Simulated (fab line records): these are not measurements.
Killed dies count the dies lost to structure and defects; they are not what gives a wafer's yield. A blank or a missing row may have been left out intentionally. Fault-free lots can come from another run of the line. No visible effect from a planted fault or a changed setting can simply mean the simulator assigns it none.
fab line records	flow nand_harc
record lots=12	wafers=36	last_day=24
route steps=1159 shown P_BONDPAD@353 END@1159
lots untouched by any fault: they come from a run of this same line in which no faults occurred
start_h: hours from the record's opening day to when the first of the lot's shown wafers began	wait_h: hours elapsed since this lot's preceding step	" the same as in the row above	L1.1+2: several wafers, shown together as one row	- either no value or no given start	* or withheld: withheld	< > ~ a bound
route shown NAME@n: NAME is a module with steps in the file, n the number in the route of the first one	usual: the fault-free wafers' mean and standard deviation	same: alike in all rows	chamber/n: place in a boat	sites: readings site by site	_std_site: standard deviation across them	_edge_site: outer sites' mean less inner sites'	radius_mm: for every site, how far away it sits from the centre of the wafer	mask NAME#n: copy n	behind: tool/chamber where the wafer was last shaped	hold: cause of the lot's hold/its duration in hours/its outcome	device: the transistor (n, p or np) that didn't switch	end of line: tests run on the same wafers once the route is complete	a step with no rows: only its recipe	killed: at the first sort, the dies lost to defects and structure; wafer yield is something else	map: a wafer's dies, x killed, . not, _ none there
set.NAME: the setting that was run; set.NAME@STEP: the one run at that earlier step	model.NAME: the simulator's own value behind a step, which no gauge read
steps of the route over a sample of lots; a table a step, a row a wafer
services: a tool's chamber out of use, with start hour (start_h, from the record's first day; less than 0 if before it), hours out, and reason
## steps
# step NHARC_P_BONDPAD_THK_MEAS_33
# recipe thk_meas_gauge=ellipsometry
# usual thk_nm=200.2/1.4
lot.wafer	tool	chamber	start_h	wait_h	thk_nm
L518.1	film_metro-02	-	138.51	0.2	199.5
L518.2	"	-	"	"	202.4
L518.5	"	-	"	"	199.3
L519.1	film_metro-01	-	139.92	0.2	198.7
L519.4	"	-	"	"	200.5
L519.5	"	-	"	"	201.5
L520.1	film_metro-02	-	142.68	0.2	199.3
L520.4	"	-	"	"	202.2
L520.6	"	-	"	"	198.7
L523.2	film_metro-01	-	166.56	0.2	199.2
L523.5	"	-	"	"	200.7
L523.6	"	-	"	"	200.1
L532.3	film_metro-01	-	209.11	0.2	198.5
L532.5	"	-	"	"	199.3
L532.6	"	-	"	"	200.1
L530.1	film_metro-02	-	210.39	0.2	197.3
L530.2	"	-	"	"	195.6
L530.3	"	-	"	"	200.1
L531.1	film_metro-02	-	225.68	0.2	197.3
L531.4	"	-	"	"	198.2
L531.6	"	-	"	"	200.5
L533.1	film_metro-02	-	226.26	0.2	201.9
L533.3	"	-	"	"	199.6
L533.6	"	-	"	"	201.0
L537.1	film_metro-02	-	234.96	0.2	199.8
L537.2	"	-	"	"	198.9
L537.6	"	-	"	"	199.4
L538.3	film_metro-02	-	263.26	0.2	200.3
L538.4	"	-	"	"	202.0
L538.6	"	-	"	"	201.7
L539.1	film_metro-01	-	264.31	0.2	200.1
L539.2	"	-	"	"	202.3
L539.4	"	-	"	"	201.4
L540.2	film_metro-01	-	264.59	0.2	199.1
L540.3	"	-	"	"	201.9
L540.4	"	-	"	"	201.5
# step NHARC_P_BONDPAD_ETCH_37
# recipe target_depth_a=600	overetch_a=180	time_s=65.91	ion_energy_ev=200	n2_flow_sccm=150	h2_flow_sccm=150	ar_flow_sccm=0	rf_w=400	bias_w=150	chemistry=N2/H2
# usual drypump_motor_current_A=5.8/0.31	oes_product_au=1.002/0.0076	rf_vpp_V=430.2/3	showerhead_plenum_p_Torr=2.03/0.099	throttle_valve_pct=14.170/0.0085
# same time_s=65.91
lot.wafer	tool	chamber	start_h	wait_h	drypump_motor_current_A	oes_product_au	rf_hours_counter_h	rf_vpp_V	showerhead_plenum_p_Torr	throttle_valve_pct
L518.2	rie_diel-02	3	139.26	0.1	6.2	1.014	57	433.7	2.17	14.167
L518.1	"	0	"	"	5.3	1.007	52	431.6	2.09	14.176
L518.5	"	2	"	"	5.8	1.010	-	428.1	1.95	14.187
L519.1	rie_diel-04	2	140.66	0.1	6.3	1.004	2	431.0	2.06	14.170
L519.4	"	0	"	"	5.6	1.005	1	426.8	1.91	14.168
L519.5	"	3	"	"	6.0	1.006	-	434.0	2.18	14.166
L520.4	rie_diel-04	2	143.55	0.1	6.3	1.009	2	430.1	2.06	14.157
L520.1	"	3	"	"	6.0	1.005	2	435.5	2.18	14.175
L520.6	"	1	"	"	5.7	0.999	-	430.0	2.01	14.166
L523.2	rie_diel-04	3	167.43	0.1	6.0	0.999	4	435.2	2.18	14.178
L523.5	"	2	"	"	6.3	0.995	-	430.1	2.06	14.154
L523.6	"	3	"	"	6.0	1.003	-	432.8	2.18	14.174
L532.3	rie_diel-13	0	210.02	0.1	5.4	0.997	43	429.8	2.04	14.173
L532.5	"	3	"	"	5.4	1.000	-	430.0	2.01	14.160
L532.6	"	0	"	"	5.5	1.002	-	432.2	2.04	14.179
L530.2	rie_diel-02	0	211.27	0.1	5.2	0.992	17	430.9	2.08	14.170
L530.1	"	1	"	"	5.4	1.000	17	425.8	1.92	14.171
L530.3	"	2	"	"	5.8	0.997	19	428.2	1.94	14.179
L531.1	rie_diel-04	0	226.58	0.1	5.5	1.000	9	426.5	1.91	14.180
L531.4	"	1	"	"	5.7	0.991	9	427.6	2.00	14.158
L531.6	"	2	"	"	6.3	1.001	-	431.2	2.06	14.163
L533.1	rie_diel-04	1	227.19	0.1	5.7	1.006	9	429.3	2.00	14.177
L533.3	"	3	"	"	6.0	1.009	10	433.3	2.18	14.164
L533.6	"	1	"	"	5.7	0.996	-	428.1	2.00	14.182
L537.2	rie_diel-04	0	235.84	0.1	5.6	1.002	10	426.7	1.91	14.171
L537.1	"	1	"	"	5.6	0.997	10	429.0	2.00	14.170
L537.6	"	3	"	"	6.0	1.005	-	434.1	2.18	14.174
L538.4	rie_diel-13	1	264.12	0.1	6.3	1.014	60	427.8	1.93	14.164
L538.3	"	2	"	"	5.7	1.003	58	426.6	1.87	14.177
L538.6	"	2	"	"	5.6	1.006	-	425.9	1.87	14.180
L539.2	rie_diel-04	1	265.17	0.1	5.7	0.996	13	428.0	2.00	14.168
L539.1	"	2	"	"	6.3	0.993	14	431.0	2.06	14.158
L539.4	"	0	"	"	5.6	0.993	13	425.8	1.91	14.169
L540.3	rie_diel-04	3	265.45	0.1	6.0	1.003	14	433.4	2.18	14.166
L540.2	"	0	"	"	5.6	1.004	13	427.0	1.91	14.167
L540.4	"	2	"	"	6.3	1.021	14	430.7	2.06	14.165
# step NHARC_P_BONDPAD_PVD_17
# recipe target_thk_a=50	bias_v=168.6	power_w=15000	chamber_pressure_pa=0.12	time_s=8.06	substrate_temp_c=50	material=TaN
# usual throttle_valve_pct=30.2/0.93
# same time_s=8.06
lot.wafer	tool	chamber	start_h	wait_h	throttle_valve_pct
L518.2	pvd_sputter-02	-	140.26	-	28.3
L518.1	"	-	"	"	30.5
L518.5	"	-	"	"	28.2
L519.4	pvd_sputter-02	-	141.68	-	30.1
L519.1	"	-	"	"	30.9
L519.5	"	-	"	"	30.1
L519.4	pvd_sputter-02	-	141.94	-	30.4
L519.1	"	-	"	"	30.9
L519.5	"	-	"	"	30.0
L520.4	pvd_sputter-03	-	144.53	-	30.4
L520.1	"	-	"	"	29.1
L520.6	"	-	"	"	30.7
L523.2	pvd_sputter-02	-	168.42	-	30.4
L523.6	"	-	"	"	31.2
L523.5	"	-	"	"	30.5
L523.2	pvd_sputter-02	-	168.69	-	30.2
L523.6	"	-	"	"	30.8
L523.5	"	-	"	"	30.4
L532.3	pvd_sputter-02	-	210.98	-	30.9
L532.5	"	-	"	"	31.2
L532.6	"	-	"	"	30.5
L530.2	pvd_sputter-02	-	212.22	-	28.2
L530.3	"	-	"	"	30.2
L530.1	"	-	"	"	31.2
L531.4	pvd_sputter-02	-	227.58	-	31.1
L531.1	"	-	"	"	27.6
L531.6	"	-	"	"	30.5
L533.3	pvd_sputter-03	-	228.15	-	29.6
L533.1	"	-	"	"	29.1
L533.6	"	-	"	"	29.6
L537.1	pvd_sputter-01	-	236.81	-	31.8
L537.2	"	-	"	"	30.2
L537.6	"	-	"	"	29.2
L538.4	pvd_sputter-02	-	265.11	-	31.0
L538.3	"	-	"	"	27.9
L538.6	"	-	"	"	30.4
L539.2	pvd_sputter-01	-	266.18	-	30.6
L539.1	"	-	"	"	29.6
L539.4	"	-	"	"	31.4
L540.3	pvd_sputter-03	-	266.41	-	29.6
L540.4	"	-	"	"	31.2
L540.2	"	-	"	"	29.2
# step NHARC_P_BONDPAD_PVD_27
# recipe target_thk_a=300	chamber_pressure_pa=5	power_w=5000	substrate_temp_c=30	time_s=20.49	material=Cu
# usual throttle_valve_pct=30.2/0.95
# same time_s=20.49
lot.wafer	tool	chamber	start_h	wait_h	throttle_valve_pct
L518.2	pvd_sputter-02	-	-	-	30.3
L518.1	"	-	"	"	30.5
L518.5	"	-	"	"	31.1
L519.1	pvd_sputter-02	-	-	-	30.6
L519.4	"	-	"	"	28.0
L519.5	"	-	"	"	28.1
L520.4	pvd_sputter-03	-	-	-	30.4
L520.1	"	-	"	"	29.4
L520.6	"	-	"	"	30.0
L523.2	pvd_sputter-02	-	-	-	30.4
L523.6	"	-	"	"	30.2
L523.5	"	-	"	"	27.8
L532.3	pvd_sputter-02	-	-	-	28.1
L532.6	"	-	"	"	30.8
L532.5	"	-	"	"	30.1
L530.3	pvd_sputter-02	-	-	-	31.3
L530.2	"	-	"	"	30.3
L530.1	"	-	"	"	27.9
L531.1	pvd_sputter-02	-	-	-	30.7
L531.4	"	-	"	"	30.5
L531.6	"	-	"	"	30.5
L533.1	pvd_sputter-03	-	-	-	30.9
L533.3	"	-	"	"	29.5
L533.6	"	-	"	"	30.5
L537.2	pvd_sputter-01	-	-	-	30.7
L537.1	"	-	"	"	31.7
L537.6	"	-	"	"	30.9
L538.4	pvd_sputter-02	-	-	-	30.3
L538.3	"	-	"	"	30.5
L538.6	"	-	"	"	28.2
L539.4	pvd_sputter-01	-	-	-	30.3
L539.2	"	-	"	"	29.3
L539.1	"	-	"	"	31.4
L540.2	pvd_sputter-03	-	-	-	30.8
L540.3	"	-	"	"	30.6
L540.4	"	-	"	"	29.1
# step NHARC_END_SORT_01
# recipe temp_c=25
# usual defect_limited_yield=95.6/1.3	killed_at_array=26/8.6	killed_at_other=0.7/0.97	killed_at_periphery=3.2/2.2	killed_dies=30/8.9	killed_open=3.1/1.8	killed_short=2.2/1.8	sort_bin_2_pct=1.4/0.58	sort_bin_3_pct=0.24/0.18	sort_bin_4_pct=2.8/0.9	sort_n_pass=647/8.9	sort_rim_yield_pct=95.5/2.5	sort_yield_pct=95.6/1.3
# same gross_dies=677	sort_bin_5_pct[%]=0	sort_bin_6_pct[%]=0	sort_bin_7_pct[%]=0	sort_bin_8_pct[%]=0	sort_rim_n_gross=106.00
lot.wafer	tool	chamber	start_h	wait_h	defect_limited_yield[%]	killed_at_array	killed_at_other	killed_at_periphery	killed_dies	killed_open	killed_short	sort_bin_2_pct[%]	sort_bin_3_pct[%]	sort_bin_4_pct[%]	sort_n_pass	sort_rim_yield_pct[%]	sort_yield_pct[%]
L518.1	prober-01	0	442.40	2.5	95.4	29	1	1	31	2	1	1.2	0	3.4	646	91.5	95.4
L518.2	prober-01	0	443.19	2.8	95.6	26	0	4	30	4	2	1.5	0.30	2.7	647	97.2	95.6
L518.5	prober-01	0	445.55	3.6	95.3	30	1	1	32	1	1	1.5	0.30	3.0	645	97.2	95.3
L519.1	prober-02	0	442.44	2.5	95.3	25	2	5	32	5	2	0.9	0.44	3.4	645	99.1	95.3
L519.4	prober-02	0	444.85	3.4	95.7	24	0	5	29	7	4	1.2	0.15	3.0	648	95.3	95.7
L519.5	prober-02	0	445.65	3.7	96.0	22	1	4	27	5	4	1.2	0.15	2.7	650	98.1	96.0
L523.2	prober-01	0	459.12	2.8	98.1	11	0	2	13	1	4	0.9	0.15	0.9	664	99.1	98.1
L523.5	prober-01	0	461.53	3.7	98.2	8	1	3	12	0	4	0.7	0	1.0	665	97.2	98.2
L523.6	prober-01	0	462.33	4.0	96.8	18	1	3	22	4	2	1.3	0.15	1.8	655	99.1	96.8
L520.1	prober-02	0	472.28	2.5	96.2	25	0	1	26	2	1	1.2	0.30	2.4	651	96.2	96.2
L520.4	prober-02	0	474.66	3.4	95.4	23	0	8	31	7	2	1.8	0	2.8	646	95.3	95.4
L520.6	prober-02	0	476.25	4.0	94.5	31	0	6	37	2	5	1.3	0.30	3.8	640	98.1	94.5
L530.1	prober-01	0	512.19	2.5	94.8	31	2	2	35	5	1	2.5	0	2.7	642	94.3	94.8
L530.2	prober-01	0	513.00	2.8	94.5	33	1	3	37	1	2	2.2	0.15	3.1	640	97.2	94.5
L530.3	prober-01	0	513.81	3.1	94.7	28	1	7	36	3	4	1.5	0.15	3.7	641	95.3	94.7
L532.3	prober-02	0	513.76	3.1	91.3	59	0	0	59	8	0	2.2	0.44	6.1	618	91.5	91.3
L532.5	prober-02	0	515.34	3.7	93.6	42	1	0	43	2	1	1.8	0.30	4.3	634	97.2	93.6
L532.6	prober-02	0	516.13	4.0	93.1	45	0	2	47	5	3	2.1	0.59	4.3	630	87.7	93.1
L531.1	prober-02	0	532.74	2.5	94.7	33	0	3	36	7	2	2.1	0.59	2.7	641	92.5	94.7
L531.4	prober-02	0	535.12	3.4	95.7	24	2	3	29	4	1	1.2	0.30	2.8	648	99.1	95.7
L531.6	prober-02	0	536.70	4.0	95.4	30	0	1	31	2	3	1.5	0.30	2.8	646	96.2	95.4
L533.1	prober-01	0	540.50	2.5	95.1	29	0	4	33	7	0	1.6	0.15	3.1	644	94.3	95.1
L533.3	prober-01	0	542.09	3.1	95.9	25	0	3	28	3	1	1.2	0.15	2.8	649	95.3	95.9
L533.6	prober-01	0	544.46	4.0	96.0	20	1	6	27	5	1	1.0	0.30	2.7	650	93.4	96.0
L537.1	prober-01	0	548.27	2.5	95.1	29	0	4	33	3	2	1.3	0.15	3.4	644	96.2	95.1
L537.2	prober-01	0	549.06	2.8	96.0	23	0	4	27	1	0	1.6	0.15	2.2	650	94.3	96.0
L537.6	prober-01	0	552.22	3.9	96.6	22	0	1	23	2	0	1.5	0	1.9	654	96.2	96.6
L539.1	prober-01	0	567.68	2.5	96.8	16	0	6	22	5	0	1.0	0.15	2.1	655	97.2	96.8
L539.2	prober-01	0	568.48	2.8	96.3	23	1	1	25	2	1	0.6	0.44	2.7	652	96.2	96.3
L539.4	prober-01	0	570.08	3.4	97.0	18	0	2	20	3	5	0.9	0.15	1.9	657	98.1	97.0
L540.2	prober-02	0	572.43	2.8	97.3	17	0	1	18	5	0	0.6	0.15	1.9	659	98.1	97.3
L540.3	prober-02	0	573.24	3.1	96.3	20	0	5	25	4	1	0.6	0	3.1	652	97.2	96.3
L540.4	prober-02	0	574.04	3.4	97.0	19	0	1	20	2	3	1.5	0.44	1.0	657	97.2	97.0
L538.3	prober-02	0	582.11	3.1	96.8	19	1	2	22	1	2	1.0	0.30	1.9	655	97.2	96.8
L538.4	prober-02	0	582.90	3.4	96.0	21	0	6	27	0	4	0.7	0.74	2.5	650	98.1	96.0
L538.6	prober-02	0	584.48	4.0	96.8	22	0	0	22	4	1	0.4	0.15	2.7	655	98.1	96.8
# killed by level:class
L518.1 A_CHANNEL_HOLE_D1:chamber_film_flake=16 A_SLIT:chamber_film_flake=4 A_ZERO_WELL:chamber_film_flake=2 A_STAIRCASE:chamber_film_flake=2 A_WL_FILL:chamber_film_flake=2 A_SGD_CUT:geometric_particle:open=1 A_WL_FILL:geometric_particle:short=1 A_WL_FILL:geometric_particle:open=1
L519.1 A_SLIT:chamber_film_flake=7 A_CHANNEL_FILL_D1:chamber_film_flake=4 A_CHANNEL_HOLE_D1:chamber_film_flake=3 A_CONTACT:chamber_film_flake=3 A_CHANNEL_FILL_D1:geometric_particle:open=2 P_ZERO_WELL:chamber_film_flake=2 A_BONDPAD:chamber_film_flake=2 THIN_TSV:chamber_film_flake=2
L518.2 A_CHANNEL_HOLE_D1:chamber_film_flake=12 A_SLIT:chamber_film_flake=5 A_STAIRCASE:chamber_film_flake=3 P_BONDPAD:chamber_film_flake=2 P_M0:geometric_particle:short=1 A_SOURCE_PLATE:geometric_particle:open=1 A_CHANNEL_FILL_D1:geometric_particle:open=1 A_WL_FILL:geometric_particle:open=1
L519.4 A_SLIT:chamber_film_flake=5 A_STAIRCASE:chamber_film_flake=4 P_M0:geometric_particle:open=2 A_WL_FILL:geometric_particle:short=2 A_CONTACT:geometric_particle:open=2 P_GATE:chamber_film_flake=2 A_ZERO_WELL:chamber_film_flake=2 A_CHANNEL_HOLE_D1:chamber_film_flake=2
L518.5 A_CHANNEL_HOLE_D1:chamber_film_flake=16 A_SLIT:chamber_film_flake=7 A_ZERO_WELL:chamber_film_flake=2 A_CONTACT:chamber_film_flake=2 A_CHANNEL_HOLE_D1:geometric_particle:short=1 A_M0:geometric_particle:open=1 P_STI:chamber_film_flake=1 A_STAIRCASE:chamber_film_flake=1
L519.5 A_SLIT:chamber_film_flake=8 A_STAIRCASE:chamber_film_flake=3 P_ZERO_WELL:chamber_film_flake=2 A_CHANNEL_FILL_D1:chamber_film_flake=2 P_GATE:geometric_particle:open=1 P_CONTACT:geometric_particle:open=1 A_ONON_D1:geometric_particle:short=1 A_CHANNEL_HOLE_D1:geometric_particle:short=1
L523.2 A_STAIRCASE:chamber_film_flake=3 A_ONON_D1:geometric_particle:short=2 P_GATE:geometric_particle:short=1 A_WL_FILL:geometric_particle:short=1 A_CONTACT:geometric_particle:open=1 P_STI:chamber_film_flake=1 A_CHANNEL_HOLE_D1:chamber_film_flake=1 A_WL_FILL:chamber_film_flake=1
L523.5 A_CHANNEL_HOLE_D1:chamber_film_flake=3 A_ONON_D1:geometric_particle:short=2 P_ZERO_WELL:chamber_film_flake=2 A_STAIRCASE:chamber_film_flake=2 P_CONTACT:geometric_particle:short=1 A_WL_FILL:geometric_particle:short=1 THIN_TSV:chamber_film_flake=1
L523.6 A_CHANNEL_HOLE_D1:chamber_film_flake=5 P_ZERO_WELL:chamber_film_flake=3 A_STAIRCASE:chamber_film_flake=3 A_ONON_D1:geometric_particle:short=2 A_CONTACT:chamber_film_flake=2 A_ONON_D1:geometric_particle:open=1 A_STAIRCASE:geometric_particle:open=1 A_WL_FILL:geometric_particle:open=1
L520.1 A_SLIT:chamber_film_flake=11 A_CHANNEL_HOLE_D1:chamber_film_flake=5 A_STAIRCASE:chamber_film_flake=3 A_SOURCE_PLATE:geometric_particle:short=1 A_ONON_D1:geometric_particle:open=1 A_BLC:geometric_particle:open=1 P_ZERO_WELL:chamber_film_flake=1 A_ZERO_WELL:chamber_film_flake=1
L520.4 A_SLIT:chamber_film_flake=10 P_ZERO_WELL:chamber_film_flake=4 A_CHANNEL_HOLE_D1:chamber_film_flake=4 P_M0:geometric_particle:open=3 A_STAIRCASE:chamber_film_flake=3 P_GATE:geometric_particle:open=1 A_SOURCE_PLATE:geometric_particle:open=1 A_ONON_D1:geometric_particle:open=1
L520.6 A_SLIT:chamber_film_flake=11 A_STAIRCASE:chamber_film_flake=6 P_ZERO_WELL:chamber_film_flake=4 A_CHANNEL_HOLE_D1:chamber_film_flake=3 A_WL_FILL:chamber_film_flake=3 A_CHANNEL_HOLE_D1:geometric_particle:short=2 A_CHANNEL_FILL_D1:chamber_film_flake=2 P_GATE:geometric_particle:short=1
L530.1 A_SLIT:chamber_film_flake=13 A_CONTACT:chamber_film_flake=6 A_STAIRCASE:chamber_film_flake=4 P_ZERO_WELL:chamber_film_flake=2 A_CHANNEL_HOLE_D1:chamber_film_flake=2 A_SGD_CUT:geometric_particle:open=1 A_WL_FILL:geometric_particle:open=1 A_WL_FILL:geometric_particle:short=1
L530.2 A_SLIT:chamber_film_flake=21 A_STAIRCASE:chamber_film_flake=6 A_CHANNEL_HOLE_D1:chamber_film_flake=2 A_CONTACT:chamber_film_flake=2 P_M0:geometric_particle:short=1 P_M0:geometric_particle:open=1 A_CHANNEL_HOLE_D1:geometric_particle:short=1 P_ZERO_WELL:chamber_film_flake=1
L532.3 A_CHANNEL_HOLE_D1:chamber_film_flake=24 A_SLIT:chamber_film_flake=19 A_STAIRCASE:chamber_film_flake=6 A_ONON_D1:geometric_particle:open=3 A_BLC:geometric_particle:open=3 A_WL_FILL:geometric_particle:open=1 A_CONTACT:geometric_particle:open=1 A_WL_FILL:chamber_film_flake=1
L530.3 A_SLIT:chamber_film_flake=12 A_STAIRCASE:chamber_film_flake=6 A_CHANNEL_HOLE_D1:chamber_film_flake=4 P_ZERO_WELL:chamber_film_flake=3 A_CHANNEL_FILL_D1:geometric_particle:short=2 P_STI:geometric_particle:short=1 P_STI:geometric_particle:open=1 P_M2:geometric_particle:open=1
L532.5 A_CHANNEL_HOLE_D1:chamber_film_flake=17 A_SLIT:chamber_film_flake=12 A_STAIRCASE:chamber_film_flake=4 A_CONTACT:chamber_film_flake=4 A_WL_FILL:chamber_film_flake=3 A_CONTACT:geometric_particle:short=1 A_CONTACT:geometric_particle:open=1 STARTING-WAFER:geometric_particle:open=1
L532.6 A_CHANNEL_HOLE_D1:chamber_film_flake=19 A_SLIT:chamber_film_flake=16 A_STAIRCASE:chamber_film_flake=2 P_M1:geometric_particle:open=1 P_M2:geometric_particle:open=1 A_SOURCE_PLATE:geometric_particle:open=1 A_CHANNEL_FILL_D1:geometric_particle:short=1 A_SGD_CUT:geometric_particle:short=1
L531.1 A_SLIT:chamber_film_flake=18 A_CONTACT:chamber_film_flake=6 A_CHANNEL_HOLE_D1:chamber_film_flake=3 A_WL_FILL:geometric_particle:short=2 P_GATE:geometric_particle:open=1 P_CONTACT:geometric_particle:open=1 P_M0:geometric_particle:open=1 A_SGD_CUT:geometric_particle:open=1
L531.4 A_SLIT:chamber_film_flake=16 A_CHANNEL_HOLE_D1:chamber_film_flake=3 A_STAIRCASE:chamber_film_flake=2 P_GATE:geometric_particle:open=1 P_M0:geometric_particle:open=1 A_SOURCE_PLATE:geometric_particle:open=1 A_M1:geometric_particle:open=1 P_ZERO_WELL:chamber_film_flake=1
L531.6 A_SLIT:chamber_film_flake=20 A_CHANNEL_HOLE_D1:chamber_film_flake=5 P_GATE:geometric_particle:short=1 A_CHANNEL_FILL_D1:geometric_particle:short=1 A_CHANNEL_FILL_D1:geometric_particle:open=1 A_CONTACT:geometric_particle:short=1 A_M1:geometric_particle:open=1 A_CONTACT:chamber_film_flake=1
L533.1 A_CHANNEL_HOLE_D1:chamber_film_flake=23 A_CONTACT:geometric_particle:open=3 P_GATE:geometric_particle:open=1 P_M0:geometric_particle:open=1 P_M1:geometric_particle:open=1 A_CHANNEL_FILL_D1:geometric_particle:open=1 P_GATE:chamber_film_flake=1 A_CONTACT:chamber_film_flake=1
L533.3 A_CHANNEL_HOLE_D1:chamber_film_flake=19 A_CONTACT:chamber_film_flake=4 P_ZERO_WELL:geometric_particle:open=1 P_GATE:geometric_particle:open=1 P_CONTACT:geometric_particle:open=1 A_WL_FILL:geometric_particle:short=1 A_STAIRCASE:chamber_film_flake=1
L533.6 A_CHANNEL_HOLE_D1:chamber_film_flake=12 A_CONTACT:chamber_film_flake=6 P_GATE:geometric_particle:open=3 P_M0:geometric_particle:open=1 A_ONON_D1:geometric_particle:short=1 A_CHANNEL_FILL_D1:geometric_particle:open=1 P_STI:chamber_film_flake=1 P_M2:chamber_film_flake=1
L537.1 A_CHANNEL_HOLE_D1:chamber_film_flake=22 P_GATE:chamber_film_flake=2 A_CONTACT:chamber_film_flake=2 P_STI:geometric_particle:short=1 P_GATE:geometric_particle:short=1 A_ONON_D1:geometric_particle:open=1 A_CONTACT:geometric_particle:open=1 A_M0:geometric_particle:open=1
L537.2 A_CHANNEL_HOLE_D1:chamber_film_flake=21 P_M2:chamber_film_flake=3 A_CONTACT:geometric_particle:open=1 P_ZERO_WELL:chamber_film_flake=1 A_STAIRCASE:chamber_film_flake=1
L537.6 A_CHANNEL_HOLE_D1:chamber_film_flake=19 A_CONTACT:chamber_film_flake=2 P_M1:geometric_particle:open=1 A_CONTACT:geometric_particle:open=1
L539.1 A_CONTACT:chamber_film_flake=6 P_M0:chamber_film_flake=4 A_CHANNEL_HOLE_D1:chamber_film_flake=4 A_ONON_D1:geometric_particle:open=2 P_GATE:geometric_particle:open=1 P_M1:geometric_particle:open=1 A_BLC:geometric_particle:open=1 A_STAIRCASE:chamber_film_flake=1
L539.2 A_CHANNEL_HOLE_D1:chamber_film_flake=8 A_M0:chamber_film_flake=4 A_CONTACT:chamber_film_flake=3 A_ZERO_WELL:chamber_film_flake=2 A_CHANNEL_FILL_D1:geometric_particle:short=1 A_BLC:geometric_particle:open=1 A_M0:geometric_particle:open=1 P_M0:chamber_film_flake=1
L539.4 A_CHANNEL_FILL_D1:geometric_particle:short=2 A_WL_FILL:chamber_film_flake=2 A_CHANNEL_HOLE_D1:chamber_film_flake=2 A_STAIRCASE:chamber_film_flake=2 A_M0:chamber_film_flake=2 P_M0:geometric_particle:open=1 A_ONON_D1:geometric_particle:short=1 A_ONON_D1:geometric_particle:open=1
L540.2 A_CHANNEL_HOLE_D1:chamber_film_flake=4 A_WL_FILL:chamber_film_flake=4 A_CONTACT:geometric_particle:open=2 A_SGD_CUT:chamber_film_flake=2 A_CHANNEL_FILL_D1:geometric_particle:open=1 A_SGD_CUT:geometric_particle:open=1 P_GATE:chamber_film_flake=1 A_M1:geometric_particle:open=1
L540.3 A_CHANNEL_HOLE_D1:chamber_film_flake=11 A_CHANNEL_FILL_D1:geometric_particle:open=2 P_GATE:chamber_film_flake=2 P_M0:chamber_film_flake=2 A_WL_FILL:chamber_film_flake=2 P_CONTACT:geometric_particle:open=1 A_WL_FILL:geometric_particle:short=1 A_CONTACT:geometric_particle:open=1
L540.4 A_CHANNEL_HOLE_D1:chamber_film_flake=7 A_WL_FILL:chamber_film_flake=4 A_STAIRCASE:chamber_film_flake=2 A_CHANNEL_FILL_D1:geometric_particle:short=1 A_CONTACT:geometric_particle:short=1 A_CONTACT:geometric_particle:open=1 A_BLC:geometric_particle:open=1 A_BLC:geometric_particle:short=1
L538.3 A_CHANNEL_HOLE_D1:chamber_film_flake=12 A_CONTACT:chamber_film_flake=3 A_STAIRCASE:chamber_film_flake=2 P_M0:geometric_particle:open=1 A_CHANNEL_FILL_D1:geometric_particle:short=1 A_WL_FILL:geometric_particle:short=1 P_GATE:chamber_film_flake=1 THIN_TSV:chamber_film_flake=1
L538.4 A_CHANNEL_HOLE_D1:chamber_film_flake=14 P_GATE:chamber_film_flake=5 A_ONON_D1:geometric_particle:short=2 A_CONTACT:chamber_film_flake=2 P_M1:geometric_particle:short=1 A_BLC:geometric_particle:short=1 A_SLIT:chamber_film_flake=1 A_WL_FILL:chamber_film_flake=1
L538.6 A_CHANNEL_HOLE_D1:chamber_film_flake=11 A_CONTACT:chamber_film_flake=3 A_ONON_D1:geometric_particle:short=1 A_CHANNEL_HOLE_D1:geometric_particle:open=1 A_CHANNEL_FILL_D1:geometric_particle:open=1 A_WL_FILL:geometric_particle:open=1 A_M0:geometric_particle:open=1 A_WL_FILL:chamber_film_flake=1
## services
tool	chamber	start_h	hours	kind
rie_diel-04	0	121.13	-	clean
rie_diel-04	1	121.13	-	clean
rie_diel-04	2	121.13	-	clean
rie_diel-04	3	121.13	-	clean
rie_diel-04	0	145.63	-	clean
rie_diel-04	1	145.63	-	clean
rie_diel-04	2	145.63	-	clean
rie_diel-04	3	145.63	-	clean
rie_diel-02	-	151.15	9.0	pm
rie_diel-04	0	170.13	-	clean
rie_diel-04	1	170.13	-	clean
rie_diel-04	2	170.13	-	clean
rie_diel-04	3	170.13	-	clean
pvd_sputter-01	-	171.28	10.0	pm
pvd_sputter-03	-	183.89	4.5	repair
rie_diel-04	0	194.63	-	clean
pvd_sputter-02	-	213.63	2.5	repair
pvd_sputter-02	-	216.17	10.0	pm
rie_diel-13	-	230.64	1.0	repair
pvd_sputter-03	-	237.51	0.7	repair
rie_diel-02	3	242.74	16.8	repair
rie_diel-04	3	247.46	5.2	repair
rie_diel-13	3	247.91	3.9	repair
pvd_sputter-01	-	264.67	0.5	repair
## key
first_sign step=NHARC_P_BONDPAD_PVD_17	reading=visit	direction=added
effect none on later readings
met_at NHARC_P_BONDPAD_PVD_17
struck_lots L519,L523
not_acting_at NHARC_P_BONDPAD_THK_MEAS_33,NHARC_P_BONDPAD_ETCH_37,NHARC_P_BONDPAD_PVD_27
fault kind=repeated_step_whole	tool=pvd_sputter-01,pvd_sputter-02,pvd_sputter-03	chamber=-	onset_h=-	steps=NHARC_P_BONDPAD_PVD_17	times=1	scope=struck_lots_only
